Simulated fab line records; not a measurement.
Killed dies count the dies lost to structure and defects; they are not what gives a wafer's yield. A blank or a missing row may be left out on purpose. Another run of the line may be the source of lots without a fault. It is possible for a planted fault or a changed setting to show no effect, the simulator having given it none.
Code-filled problem report in 8D (eight disciplines) form | flow nand_harc | the parts of the form that need people (team, actions taken, sign-off) are left out

## 1. WHAT WENT WRONG
Mean of run_length_s at NHARC_A_CONTACT_ETCH_49: 316.7 s across 2 wafers in 2 lots; on wafers with no fault it is 496.6 s (standard deviation 0.49). That is -99 or more standard deviations from the usual mean.
The step: etches the open film in N2/H2, target depth 260 nm, time 475.3 s.
Seen first at day 21 12:26 on rie_diel-06, wafer L889.2. The record holds 42 wafers of 14 lots with a number at this step. Rule for "out", or "out of limits": more than 4 standard deviations from the usual mean. The rest of the wafers with a number are treated as sound.

## 2. WHAT IT IS; WHAT IT IS NOT
question                    | is                | is not
which readings at this step | run_length_s      | drypump_motor_current_A, oes_product_au, rf_vpp_V, showerhead_plenum_p_Torr
which lots                  | L889, L891        | L868, L871, L873, L874, L875, L877, L879, L880, L881, L882, L884, L890
which wafers of those lots  | L889.2, L891.5    | L889.4, L889.6, L891.3, L891.4
read on which tools         | rie_diel-06       | rie_diel-03, rie_diel-08
when                        | from day 21 12:26 | up to then (38 sound wafers); but 2 sound wafers of L891 came after

## 3. WHAT RULES OUT EACH SUSPECT
Counting: a tool at a process step up to the reading stays a suspect if it ran every lot that is out. Sound lots after the first of them don't rule it out here, since some wafers of a struck lot are sound.
- rie_diel-06 at NHARC_A_CONTACT_ETCH_49 (etches the open film in N2/H2, target depth 260 nm, time 475.3 s): kept. Every lot that is out went through it, the first being L889 (day 21 12:26); the last sound lot it ran before that was L884 (day 20 02:41). Its own readings are out on those wafers: run_length_s.
- In rie_diel-06 at NHARC_A_CONTACT_ETCH_49, the wafers that are out were processed in chamber 1 and their sound lot-mates in chambers 0, 2.
Remaining after the count: rie_diel-06 at NHARC_A_CONTACT_ETCH_49.

## 4. THE CAUSE (what the simulator had put in)
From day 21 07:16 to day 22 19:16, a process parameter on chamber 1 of rie_diel-06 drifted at NHARC_A_CONTACT_ETCH_49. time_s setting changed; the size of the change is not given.
Counting left only this tool.

## 5. THE CHAIN OF EFFECTS, in route order
Each row: a reading whose mean over the struck wafers that have a number lies more than 3 standard deviations from the usual. Readings are gone through only where the record gives a usual standard deviation; hours: the median, over the lots, of the time from a lot's start at the first step in this table giving one to that lot's start at this step; sigmas: the change measured in usual standard deviations.
hours | step                    | reading      | usual   | on struck wafers | change | sigmas
0     | NHARC_A_CONTACT_ETCH_49 | run_length_s | 496.6 s | 316.7            | -179.9 | -99 or more
Here are the process steps it includes:
- NHARC_A_CONTACT_ETCH_49: etches the open film in N2/H2, target depth 260 nm, time 475.3 s.

## 6. WHAT WOULD HAVE CAUGHT IT SOONER
In this record the first reading out of limits was taken at day 21 12:26, 5 hours after the fault began at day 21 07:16.
